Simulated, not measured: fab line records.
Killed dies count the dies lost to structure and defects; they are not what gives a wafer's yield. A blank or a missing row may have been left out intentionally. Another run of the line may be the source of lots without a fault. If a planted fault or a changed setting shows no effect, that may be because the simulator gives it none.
fab line records | flow n5_finfet
[record] lots = 4 wafers = 12 last_day = 18
route steps=1938 shown BEOL_M14@1752 BEOL_M15@1773 PASSIVATION@1936
lots untouched by any fault: they come from a run of this same line in which no faults occurred
start_h: the number of hours between the record's first day and the start of the first shown wafer of the lot | wait_h: time in hours since the lot's previous step | " as in the row above | L1.1+2: several wafers, shown together as one row | - no value, or no start given | * or withheld: withheld | < > ~ a bound
route shown NAME@n: a module of which the file shows steps, and the number in the route of the first | usual: mean and standard deviation over wafers with no fault | same: alike in all rows | chamber/n: place in a boat | sites: each site's reading | _std_site: the values' standard deviation | _edge_site: outer sites' mean less inner sites' | radius_mm: how far each site lies from the wafer's centre | mask NAME#n: copy n | behind: the tool/chamber that last shaped the wafer | hold: reason for holding the lot/hours on hold/outcome of the hold | device: the n, p or np transistor that did not switch | end of line: tests run on the same wafers once the route is complete | step lacking rows: just its recipe | killed: dies lost to structure and defects at the first sort, not the wafer's yield | map: per-die view of a wafer (x killed, . not killed, _ where there is no die)
set.NAME: the setting as run; set.NAME@STEP: as run at that earlier step | model.NAME: the simulator's own value behind a step, which no gauge read
a table for each step, a row for each wafer; lots at some steps of the route
services: the hour from which a tool's chamber was out of use, counted from the record's first day as start_h (under 0 if before that day), plus the number of hours and why
[[steps]]
[step N5_BEOL_M14_STRIP_69]
[recipe] chemistry = N2/H2 temp_c = 40 n2_flow_sccm = 200 h2_flow_sccm = 200 rf_frequency_hz = 6e+07
[step N5_BEOL_M14_TRENCH_ETCH_34]
[recipe] chemistry = C4F8/O2/Ar target = SiO2 target_depth_a = 5566.5 mask_material = SOC he_inner_torr = 15 he_outer_torr = 30 time_s = 126.9 ion_energy_ev = 800 pressure_mtorr = 20 source_w = 1905 bias_w = 2040 Ar_flow_sccm = 400 C4F8_flow_sccm = 16 O2_flow_sccm = 12
[step N5_BEOL_M14_STRIP_70]
[recipe] chemistry = C4F8/O2/Ar resist = SiARC rf_frequency_hz = 6e+07
[step N5_BEOL_M14_STRIP_37]
[recipe] chemistry = O2 power_w = 600 temp_c = 60 pressure_mtorr = 30 rf_frequency_hz = 6e+07 bias_power_w = 0 overash_fraction = 0.3 o2_flow_sccm = 225
[step N5_BEOL_M14_ETCH_38]
[recipe] chemistry = CF4/N2 target = SiCN target_depth_a = 1065 taper_deg = 2 time_s = 120.6 ion_energy_ev = 150 mask_material = SiO2 pressure_mtorr = 40 source_w = 430 bias_w = 70 Ar_flow_sccm = 100 cf4_flow_sccm = 60 n2_flow_sccm = 60
[step N5_BEOL_M14_PRECLEAN_39]
[recipe] chemistry = residue_remover time_s = 60 temp_c = 40
[step N5_BEOL_M14_SRD_40]
[recipe] time_s = 30 temp_c = 23 rinse_liquid = diw dry = n2_spin spin_rpm = 1500 dry_time_s = 30
[step N5_BEOL_M14_DEGAS_41]
[recipe] ambient = vacuum temp_c = 300 time_s = 60
[step N5_BEOL_M14_PRE_CLEAN_42]
[recipe] gas = H2/He time_s = 30 temp_c = 300
[step N5_BEOL_M14_SPUTTER_43]
[recipe] material = TaN target_thk_a = 150 temp_c = 50 bias_v = 168.6 power_w = 15000 chamber_pressure_pa = 0.12 time_s = 24.19
[step N5_BEOL_M14_SPUTTER_44]
[recipe] material = Ta target_thk_a = 150 temp_c = 50 bias_v = 80 power_w = 15000 chamber_pressure_pa = 0.07 time_s = 24.19
[step N5_BEOL_M14_SPUTTER_45]
[recipe] material = Cu target_thk_a = 1000 temp_c = -20 bias_v = 60 power_w = 26000 chamber_pressure_pa = 0.13 time_s = 16.67
[usual] bias_v = 60.0/0.61 chuck_gas_flow_sccm = 1.27/0.058 chuck_sensor_temp_C = -16.0/0.48 throttle_valve_pct = 29.7/1.3
// columns lot.wafer tool chamber start_h wait_h bias_v chuck_gas_flow_sccm chuck_sensor_temp_C throttle_valve_pct
L502.1 pvd_sputter-01 - 258.88 0.0 60.3 1.22 -15.9 28.3
L502.3 " - " " 60.0 1.21 -16.3 28.0
L502.5 " - " " 60.4 1.32 -15.8 28.2
L507.1 pvd_sputter-01 - 306.68 0.0 60.3 1.17 -15.9 30.9
L507.3 " - " " 59.1 1.24 -16.2 28.3
L507.4 " - " " 60.4 1.30 -15.7 28.4
L510.2 pvd_sputter-01 - 325.17 0.0 59.4 1.35 -16.1 31.0
L510.5 " - " " 60.4 1.21 -17.3 29.8
L510.6 " - " " 59.8 1.25 -16.2 28.2
L523.3 pvd_sputter-03 - 401.50 0.0 61.3 1.36 -15.5 29.9
L523.5 " - " " 60.1 1.33 -15.7 30.7
L523.6 " - " " 59.9 1.16 -15.8 30.2
[step N5_BEOL_M14_ECD_47]
[recipe] material = Cu target_thk_a = 12480
[step N5_BEOL_M14_ANNEAL_48]
[recipe] temp_c = 225 time_s = 90 ambient = N2
[step N5_BEOL_M14_CMP_49]
[recipe] stop_on = SiO2 t_overpolish_s = 5.2 down_force_psi = 2 platen_rpm = 80 clearing_platen_down_force_psi = 2 clearing_platen_rpm = 80 post_cmp_clean = cu_alkaline target_thk_nm = 560 clearing_platen_pad_velocity_m_s = 1.5917 pad_velocity_m_s = 1.5917
[step N5_BEOL_M14_PRE_CLEAN_52]
[recipe] gas = NH3 time_s = 15 temp_c = withheld rf_power_w = 300
[step N5_BEOL_M14_DEP_53]
[recipe] material = SiCN target_thk_a = 500 temp_c = withheld precursor = 3MS/NH3 pressure_torr = 3 rf_w = 675 time_s = 17.8
[step N5_BEOL_M15_ILD_DEP_00]
[recipe] material = SiO2 target_thk_a = 16293 temp_c = 400 precursor = TEOS/O2 pressure_torr = 6.5 rf_w = 900 teos_flow_sccm = 161.4 gas = O2 flow_sccm = 2650 time_s = 346.1
[step N5_BEOL_M15_COAT_58]
[recipe] resist = BARC temp_c = 205 time_s = 60 spin_rpm = 1500 resist_thk_nm = 89
[step N5_BEOL_M15_COAT_04]
[recipe] spin_rpm = 1704 resist_thk_nm = 800
[step N5_BEOL_M15_EBR_06]
[recipe] solvent = PGMEA ebr_width_mm = 1.5
[step N5_BEOL_M15_SOFTBAKE_05]
[recipe] temp_c = 130 time_s = 60
[step N5_BEOL_M15_EXPOSE_07]
[recipe] mask_id = V14 na = 0.8 source_shape = annular sigma_inner = 0.5 sigma_outer = 0.8 polarization = unpolarized attpsm_phase_deg = 180 dose_mj = 41.25
[step N5_BEOL_M15_PEB_08]
[recipe] peb_temp_c = 130 peb_time_s = 90
[step N5_BEOL_M15_DEVELOP_09]
[recipe] develop_time_s = 45 rinse_liquid = diw dry = air_spin dev_temp_c = 21
[step N5_BEOL_M15_HARDBAKE_14]
[recipe] temp_c = 130 time_s = 120
[step N5_BEOL_M15_DESCUM_15]
[recipe] chemistry = O2 time_s = 7.9 source_power_w = 50 bias_power_w = 20 pressure_mtorr = 20 rf_frequency_hz = 2.712e+07 temp_c = 40 o2_flow_sccm = 225
[step N5_BEOL_M15_ETCH_59]
[recipe] chemistry = N2/H2 target = BARC target_depth_a = 890 overetch_a = 267 time_s = 67.9 ion_energy_ev = 200 pressure_mtorr = 30 source_w = 840 bias_w = 150 n2_flow_sccm = 200 h2_flow_sccm = 200
[step N5_BEOL_M15_VIA_ETCH_16]
[recipe] chemistry = C4F8/O2/Ar target = SiO2 he_inner_torr = 15 he_outer_torr = 30 target_depth_a = 17922 time_s = withheld ion_energy_ev = 800 pressure_mtorr = 20 source_w = 1905 bias_w = 2040 Ar_flow_sccm = 400 C4F8_flow_sccm = 16 O2_flow_sccm = 12 ends = cleared
[step N5_BEOL_M15_STRIP_63]
[recipe] chemistry = O2 power_w = 600 temp_c = 60 pressure_mtorr = 30 rf_frequency_hz = 6e+07 bias_power_w = 0 overash_fraction = 0.3 o2_flow_sccm = 225
[step N5_BEOL_M15_STRIP_64]
[recipe] chemistry = O2 power_w = 600 temp_c = 60 pressure_mtorr = 30 rf_frequency_hz = 6e+07 bias_power_w = 0 overash_fraction = 0.3 o2_flow_sccm = 225
[step N5_BEOL_M15_STRIP_65]
[recipe] chemistry = post_etch_residue_remover time_s = 60 temp_c = 25 remover_ph = withheld remover_water_wt_pct = withheld remover_fluoride_wt_pct = withheld
[step N5_BEOL_M15_SRD_66]
[recipe] time_s = 30 temp_c = 23 rinse_liquid = diw dry = n2_spin spin_rpm = 1500 dry_time_s = 30
[step N5_PASSIVATION_PROBE_49]
[usual] defect_limited_yield = 91.0/1.5 killed_at_M0_to_M3 = 33/9.4 killed_at_M4_up = 14/4.8 killed_at_contacts = 13/7.3 killed_at_front_end = 43/13 killed_at_other = 3.6/2.9 killed_dies = 106/18 killed_open = 69/13 killed_short = 35/8.2 sort_bin_5_function = 5.3/1 sort_bin_6_memory = 3.3/0.68 sort_bin_8_speed = 0.01/0.027 sort_n_pass = 1074/18 sort_yield_pct = 91.0/1.5
[same] gross_dies = 1180 killed_at_back_side = 0 sort_bin_4_leakage[%] = 0
// columns lot.wafer tool chamber start_h wait_h defect_limited_yield[%] killed_at_M0_to_M3 killed_at_M4_up killed_at_contacts killed_at_front_end killed_at_other killed_dies killed_open killed_short sort_bin_5_function[%] sort_bin_6_memory[%] sort_bin_8_speed[%] sort_n_pass sort_yield_pct[%]
L507.1 prober-02 - 329.31 0.0 81.9 29 138 7 36 3 213 58 25 11.2 3.5 0 967 81.9
L507.3 prober-02 - 329.41 0.1 81.0 21 138 13 48 4 224 62 34 12.1 4.0 0 956 81.0
L507.4 prober-02 - 329.46 0.2 80.3 24 132 13 61 2 232 61 43 12.3 3.8 0 948 80.3
L510.2 prober-01 - 350.94 0.1 82.4 22 133 11 40 2 208 53 26 10.3 4.1 0.17 970 82.2
L510.5 prober-01 - 351.09 0.2 80.5 31 150 12 37 0 230 64 34 13.0 4.2 0 950 80.5
L510.6 prober-01 - 351.14 0.3 79.0 39 145 19 44 1 248 75 38 13.4 4.3 0 932 79.0
// killed by level:class
L507.1 BEOL_M14:unspecified=128 FIN_SAQP:geometric_particle:open=14 BEOL_M3:geometric_particle:open=7 DUMMY_GATE:geometric_particle:open=6 BEOL_M0_SAQP:geometric_particle:short=5 BEOL_M1:geometric_particle:open=5 STI_FIN_REVEAL:geometric_particle:open=4 MOL_CONTACT_COAG:geometric_particle:open=4
L507.3 BEOL_M14:unspecified=128 FIN_SAQP:geometric_particle:open=13 MOL_CONTACT_COAG:geometric_particle:open=9 BEOL_M2:geometric_particle:open=6 STI_FIN_REVEAL:geometric_particle:open=5 ILD0:geometric_particle:short=5 STARTING-WAFER:geometric_particle:open=5 FIN_SAQP:geometric_particle:short=4
L507.4 BEOL_M14:unspecified=126 FIN_SAQP:geometric_particle:short=14 FIN_SAQP:geometric_particle:open=11 BEOL_M1:geometric_particle:open=11 MOL_CONTACT_COAG:geometric_particle:open=9 GATE_CUT:geometric_particle:short=8 GATE_CUT:geometric_particle:open=6 DUMMY_GATE:geometric_particle:open=6
L510.2 BEOL_M14:unspecified=124 FIN_SAQP:geometric_particle:open=10 MOL_CONTACT_COAG:geometric_particle:open=10 FIN_SAQP:geometric_particle:short=8 BEOL_M2:geometric_particle:open=6 STI_FIN_REVEAL:geometric_particle:open=4 GATE_CUT:geometric_particle:short=4 BEOL_M0_SAQP:geometric_particle:open=4
L510.5 BEOL_M14:unspecified=131 MOL_CONTACT_COAG:geometric_particle:open=10 FIN_SAQP:geometric_particle:short=8 BEOL_M2:geometric_particle:open=7 DUMMY_GATE:geometric_particle:open=6 STI_FIN_REVEAL:geometric_particle:open=5 BEOL_M1:geometric_particle:open=5 BEOL_M3:geometric_particle:open=5
L510.6 BEOL_M14:unspecified=135 BEOL_M2:geometric_particle:open=16 STI_FIN_REVEAL:geometric_particle:open=15 MOL_CONTACT_COAG:geometric_particle:open=14 FIN_SAQP:geometric_particle:short=11 BEOL_M0_SAQP:geometric_particle:short=7 FIN_SAQP:geometric_particle:open=6 BEOL_M0_SAQP:geometric_particle:open=6
// map L507.4 (x killed, . not)
_________________............________________
______________..........x...x..._____________
___________........................__________
__________..x.x..................x.._________
________...........x.................._______
_______.x.x......xx......xx..x.....x...______
______..x.........x....x...x............_____
_____...........x...............x..x.....____
____..x....x................x.....x.......___
___...............x.x................x....x__
___....x..x..x.............x....x.........x__
__.....x....x......................x........_
__......x....x......x.x..x.xx...........xx.._
_...x......x...........x.....................
_..............x.................x...........
_.......x....x..............x............xx.x
_...x.x......x.....................x..x..x...
_.......x...........x...x.x.x...............x
_...............xx......x....................
_....................x...x...x.x.x...........
_x....x..x................x....x.............
__......x..x..........x....x....x..........._
__....................x..x..........x......._
___.................x.xxxxxx...............__
___.......xx..x....xxxxxxxxxx..............__
____.x....x......x.xxxxxxxxxx.xx..........___
_____...x....xxx..xxxxxxxxxxxx...........____
______..........x..xxxxxxxxxxxxx........_____
_______..........xx.xxxxxxxxxxx....x...______
________....x.....xxxxxxxxxxxxxxx....._______
__________.......xxxxxxxxxxxxxx....._________
___________.....x.xxxxxxxxxxxx.x...__________
______________..x..xxxxxxxxxx..._____________
_________________..xxx.xxx..x________________
// map L510.6 (x killed, . not)
_________________............________________
______________.........x...x.xx._____________
___________....x.......x...........__________
__________...............xx.xxxxx..x_________
________...........xxxxx.xxxxxxxxx...._______
_______..............x.xxxxxxxxxxx.x..x______
______......xx....x..xxxxxxxxxxx.xxx...._____
_____.........x...x..xxxxxxxxxxxxxxx.....____
____.....x..........xxxxxxxxxxxxxxxxx...x.___
___x...............x.xxxxxxxxxxxxxxx.......__
___...x.......x.x..xx.xxxxxxxxxxxx..xx.x...__
__...........xx......xxxxxxxxxxxxxx......x.._
__.....x.....x......x..x.xxxxxxxx..x........_
_.......x.....x...x......xxxxxxxxx...........
_....x.........x.........x.xx.xxx..........x.
_....x..................x....................
_.x............x...x....................x...x
_......x......x....................xx........
_.x......x..x.......x.......x.x.....x........
_.....x.....x...............xx..............x
_......x...............x.............x.......
__...x..x...............x.xx................_
__.....................................x...._
___.x.....x.......xx..x...............x....__
___...........xxx............x...x.....x...__
____..................x..........x........___
_____...............................x...x____
______..................x..............x_____
_______............x......x.xx.......x.______
________.....x.x...........x...x....x._______
__________........x.x..............x_________
___________...............x........__________
______________.................._____________
_________________x...........________________
[[services]]
// columns tool chamber start_h hours kind
pvd_sputter-01 - 326.48 1.0 repair
pvd_sputter-01 - 367.91 3.0 repair
[[key]]
[first_sign] step = N5_PASSIVATION_PROBE_49 reading = killed_at_M4_up direction = up sigmas = 26 usual = 14 struck = 139
[effect] step = N5_PASSIVATION_PROBE_49 reading = killed_dies direction = up sigmas = 6.6 usual = 106 struck = 226
[more_kills_born_at] N5_BEOL_M14_SPUTTER_45@pvd_sputter-01 = 772
met_at N5_BEOL_M14_SPUTTER_45
struck_wafers L507.1,L507.3,L507.4,L510.2,L510.5,L510.6
onset_between 258.88 306.68
[fault] kind = chamber_particle_source tool = pvd_sputter-01 chamber = - onset_h = 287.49 steps = N5_BEOL_M14_SPUTTER_45 rate_per_visit_cm2 = 1.26 end_h = 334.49
